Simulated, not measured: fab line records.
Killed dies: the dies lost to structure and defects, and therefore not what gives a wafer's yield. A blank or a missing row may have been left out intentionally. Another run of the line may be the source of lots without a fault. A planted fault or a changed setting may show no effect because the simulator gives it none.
8D (eight disciplines) problem report, filled in by code :: flow n5 finfet :: the parts of the form that need people (team, actions taken, sign-off) are left out

## 1. WHAT IS WRONG
run length s at N5_BEOL_M15_ETCH_59 reads a mean of 78.8 s on 3 wafers of 3 lots; wafers without a fault read 91.0 s with a standard deviation of 0.36. Measured from the usual mean, that is -34 standard deviations.
The step: etches BARC in N2/H2, target depth 89 nm, overetch 26.7 nm, time 67.9 s.
First seen on wafer L899.1, day 14 00:18, on rie diel-04. Wafers with a number at this step in the record: 20, from 7 lots. Rule for "out", or "out of limits": more than 4 standard deviations from the usual mean. The other wafers with a number count as sound.

## 2. WHAT IT IS AND WHAT IT IS NOT
question: which readings at this step
is: run length s
is not: drypump motor current A, rf vpp V, showerhead plenum p Torr, throttle valve pct

question: which lots
is: L899, L900, L903
is not: L889, L897, L905, L911

question: which wafers of those lots
is: L899.1, L900.3, L903.3
is not: L899.4, L899.5, L900.5, L903.2, L903.6

question: read on which tools
is: rie diel-04
is not: rie diel-01, rie diel-05

question: when
is: from day 14 00:18
is not: up to then (8 sound wafers); but 9 sound wafers of L900, L903, L905, L911 came after

## 3. WHAT RULES OUT EACH SUSPECT
Counting: any tool at a process step up to the reading remains a suspect provided it ran every lot that is out. Sound lots after the first of them don't rule it out here, since some wafers of a struck lot are sound.
- rie diel-04 at N5_BEOL_M15_DESCUM_15 (chemistry O2, time 7.9 s): kept. It processed each lot that is out (first: L899, day 14 00:16); up to then, its last sound lot is L897 (day 13 17:32).
- rie diel-04 at N5_BEOL_M15_ETCH_59 (etches BARC in N2/H2, target depth 89 nm, overetch 26.7 nm, time 67.9 s): kept. It processed each lot that is out (first: L899, day 14 00:18); up to then, its last sound lot is L897 (day 13 17:34). On those wafers its own readings are out: run length s.
What counting leaves: rie diel-04 at N5_BEOL_M15_DESCUM_15 and rie diel-04 at N5_BEOL_M15_ETCH_59.

## 4. THE CAUSE (what the simulator had put in)
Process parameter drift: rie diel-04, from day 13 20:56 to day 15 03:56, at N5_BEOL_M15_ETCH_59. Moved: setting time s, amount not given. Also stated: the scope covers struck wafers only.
Counting leaves 2 suspects; this tool is one of them.

## 5. THE CHAIN OF EFFECTS, in route order
One row per reading whose mean, taken over the struck wafers that have a number, lies over 3 standard deviations from the usual. Only readings for which the record gives a usual standard deviation are gone through. hours: the time from each lot's start at the first step in this table that gives one to its start at this step, as a median over the lots. sigmas: the change in usual standard deviations.
hours: 0
step: N5_BEOL_M15_ETCH_59
reading: run length s
usual: 91.0 s
on struck wafers: 78.8
change: -12.2
sigmas: -34
It contains these process steps:
- N5_BEOL_M15_ETCH_59: etches BARC in N2/H2, target depth 89 nm, overetch 26.7 nm, time 67.9 s.
Readings that are blank on the struck wafers while sound wafers have them: bias w at N5_BEOL_M15_ETCH_59.

## 6. HOW IT WOULD HAVE BEEN CAUGHT EARLIER
The fault began at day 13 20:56; the first out-of-limits reading in this record came at day 14 00:18, 3 hours later.
